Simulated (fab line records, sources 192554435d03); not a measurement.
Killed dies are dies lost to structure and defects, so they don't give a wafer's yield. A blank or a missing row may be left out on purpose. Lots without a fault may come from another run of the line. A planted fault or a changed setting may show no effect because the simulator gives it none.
Which tool did it? | flow n5_finfet | 12 lots, 36 wafers sampled, at 4 steps of a route of 1938

WHAT THE GAUGES READ, wafer by wafer
N5_BEOL_M15_RS_MEAS_54: measures by four-point-probe.
lot  | measured     | on            | M15_RS (ohm/sq)
L344 | day 12 17:10 | film_metro-02 | 0.0217 0.0213 0.0218
L345 | day 12 23:40 | film_metro-01 | 0.0219 0.0213 0.0217
L346 | day 13 10:03 | film_metro-02 | 0.0225 0.0220 0.0221
L350 | day 14 08:11 | film_metro-02 | 0.0213 0.0221 0.0217
L353 | day 14 20:10 | film_metro-02 | 0.0215 0.0214 0.0221
L354 | day 15 00:58 | film_metro-01 | 0.0216 0.0214 0.0206
L351 | day 15 04:11 | film_metro-02 | 0.0216 0.0218 0.0218
L355 | day 15 04:19 | film_metro-02 | 0.0218 0.0218 0.0218
L356 | day 16 22:44 | film_metro-01 | 0.0214 0.0218 0.0213
L357 | day 17 06:20 | film_metro-01 | 0.0221 0.0224 0.0224
L359 | day 17 13:44 | film_metro-02 | 0.0227 0.0222 0.0223
L360 | day 18 11:29 | film_metro-02 | 0.0216 0.0221 0.0219

N5_BEOL_M15_INSPECT_55: inspects for defects (darkfield).
lot  | measured     | on                | raw_defect_count
L344 | day 12 17:12 | defect_inspect-01 | 44 57 60
L345 | day 12 23:41 | defect_inspect-01 | 134 104 79
L346 | day 13 10:04 | defect_inspect-02 | 42 93 65
L350 | day 14 08:13 | defect_inspect-02 | 112 67 70
L353 | day 14 20:11 | defect_inspect-02 | 61 44 73
L354 | day 15 01:00 | defect_inspect-02 | 69 55 63
L351 | day 15 04:13 | defect_inspect-01 | 49 55 39
L355 | day 15 04:21 | defect_inspect-02 | 37 32 31
L356 | day 16 22:46 | defect_inspect-01 | 71 58 72
L357 | day 17 06:22 | defect_inspect-01 | 90 63 57
L359 | day 17 13:46 | defect_inspect-01 | 78 49 51
L360 | day 18 11:31 | defect_inspect-02 | 64 53 90

WHICH TOOL RAN EACH LOT (tool, then ch and the chambers of the sampled wafers, then the start)
lot  | N5_BEOL_M15_PRE_CLEAN_42     | N5_BEOL_M15_SPUTTER_43
L344 | pvd_sputter-01, day 12 15:53 | pvd_sputter-01, day 12 15:56
L345 | pvd_sputter-03, day 12 22:20 | pvd_sputter-03, day 12 22:23
L346 | pvd_sputter-02, day 13 08:32 | pvd_sputter-02, day 13 08:34
L350 | pvd_sputter-01, day 14 06:55 | pvd_sputter-01, day 14 06:57
L353 | pvd_sputter-01, day 14 18:53 | pvd_sputter-01, day 14 18:55
L354 | pvd_sputter-01, day 14 23:40 | pvd_sputter-01, day 14 23:42
L351 | pvd_sputter-01, day 15 02:54 | pvd_sputter-01, day 15 02:56
L355 | pvd_sputter-02, day 15 03:02 | pvd_sputter-02, day 15 03:05
L356 | pvd_sputter-03, day 16 21:08 | pvd_sputter-03, day 16 21:10
L357 | pvd_sputter-02, day 17 05:01 | pvd_sputter-02, day 17 05:04
L359 | pvd_sputter-03, day 17 12:26 | pvd_sputter-03, day 17 12:28
L360 | pvd_sputter-01, day 18 10:13 | pvd_sputter-01, day 18 10:15
- N5_BEOL_M15_PRE_CLEAN_42: time 30 s.
- N5_BEOL_M15_SPUTTER_43: material TaN, target thk 15 nm, time 24.19 s.

WHAT THE TOOLS THEMSELVES READ (means of the sampled wafers that have a number; where no wafer has one, the mark that the record gives instead)
N5_BEOL_M15_PRE_CLEAN_42.
lot  | tool           | heater_power_w (W) | susceptor_temp_C (C)
L344 | pvd_sputter-01 | 534                | 299.75
L345 | pvd_sputter-03 | 451                | 300.10
L346 | pvd_sputter-02 | 457                | 299.85
L350 | pvd_sputter-01 | 490                | 299.92
L353 | pvd_sputter-01 | 518                | 300.02
L354 | pvd_sputter-01 | 519                | 300.08
L351 | pvd_sputter-01 | 472                | 300.17
L355 | pvd_sputter-02 | 469                | 300.11
L356 | pvd_sputter-03 | 471                | 300.24
L357 | pvd_sputter-02 | 437                | 299.93
L359 | pvd_sputter-03 | 465                | 300.02
L360 | pvd_sputter-01 | 493                | 299.96

N5_BEOL_M15_SPUTTER_43.
lot  | tool           | cathode_dc_power_W (W) | susceptor_temp_C (C) | throttle_valve_pct (%)
L344 | pvd_sputter-01 | 14999                  | 49.91                | 28.7
L345 | pvd_sputter-03 | 15001                  | 50.00                | 30.0
L346 | pvd_sputter-02 | 15002                  | 50.05                | 30.9
L350 | pvd_sputter-01 | 14388                  | 49.94                | 29.7
L353 | pvd_sputter-01 | 14388                  | 50.03                | 29.6
L354 | pvd_sputter-01 | 14391                  | 50.00                | 29.7
L351 | pvd_sputter-01 | 14388                  | 49.94                | 29.9
L355 | pvd_sputter-02 | 15000                  | 49.93                | 31.0
L356 | pvd_sputter-03 | 14999                  | 49.99                | 30.8
L357 | pvd_sputter-02 | 14998                  | 49.94                | 30.1
L359 | pvd_sputter-03 | 15001                  | 50.08                | 29.9
L360 | pvd_sputter-01 | 14997                  | 50.17                | 29.8

THE ANSWER, worked out from the rows above alone
Rule: what is usual is taken from the lots themselves. Put in order of their means at a reading, lots are off if they are a third of the lots or fewer, leave a main group of 4 or more, and stand apart from it by a gap of 3 or more times the standard deviation of the main group's means; of several such gaps the widest counts. A main group whose means are all the same, to the digits that the tables above print for the reading, isn't used. A lot without any number at a reading at which 4 lots or more have one is off too. The other lots that the step has rows for count as sound. The gauges are gone through in route order, then the tools' own readings, and for those a lot's mean is taken as printed above. The first step at which some lot is off is used, and at that step the reading that is off furthest; a lot without a number counts as furthest.
Off: L350, L353, L354, L351, at N5_BEOL_M15_SPUTTER_43 (cathode_dc_power_W). The main group: mean 15000 W, standard deviation 1.6.
A tool fits if, at that step or a process step before it, it ran every lot that is off, and no sound lot after the first of them. None of those tried fits.

WHAT THE SIMULATOR HAD PUT IN
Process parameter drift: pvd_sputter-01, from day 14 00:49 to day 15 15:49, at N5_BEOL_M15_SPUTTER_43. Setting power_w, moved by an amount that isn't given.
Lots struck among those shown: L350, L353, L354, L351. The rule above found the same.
